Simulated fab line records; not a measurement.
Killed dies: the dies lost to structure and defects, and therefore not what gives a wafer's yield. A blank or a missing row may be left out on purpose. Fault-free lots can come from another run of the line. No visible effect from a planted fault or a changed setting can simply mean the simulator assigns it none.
Matching of chambers -- flow n5Finfet -- pecvd-04 running N5_BEOL_M1_DEP_57: 3 sister chambers
The step deposits SiCN from 3MS/NH3, target thk 8 nm, time 14 s. 3 wafers are shown with their chamber, then 9 later ones without.

WAFERS, EACH WITH ITS CHAMBER
wafer,chamber,throttleValvePct (%)
L084.6,1,9.1
L086.3,0,9.4
L086.6,2,8.0

WAFERS WITH NO CHAMBER GIVEN
wafer,throttleValvePct (%)
L091.2,9.2
L091.3,8.3
L091.5,9.1
L092.1,9.3
L092.2,9.2
L092.5,9.5
L094.2,8.3
L094.3,9.1
L094.6,9.4

WHICH CHAMBER EACH WENT THROUGH
wafer,from the rows above,in truth
L091.2,can't be placed: 1 or 0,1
L091.3,2,2
L091.5,can't be placed: 1 or 0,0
L092.1,can't be placed: 0 or 1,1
L092.2,can't be placed: 1 or 0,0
L092.5,can't be placed: 0 or 1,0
L094.2,2,2
L094.3,can't be placed: 1 or 0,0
L094.6,can't be placed: 0 or 1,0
Correctly placed: 2 of 9. From these rows, 7 cannot be placed; in 7 the true chamber is one of the candidates. Wrongly placed: 0.
How it was worked out, from the rows above alone: a wafer's distance from a chamber is the root of the sum, over the readings, of the square of ((its reading less the chamber's mean) divided by the reading's scatter). If the next closest chamber is less than 2 further off than the closest, the wafer can't be placed; otherwise it belongs to the closest. For every chamber, the mean is computed from those of its wafers that are shown. The scatter (one wafer shown for each chamber): square how far every hidden wafer sits from the nearest shown wafer, average those squares and take the square root.
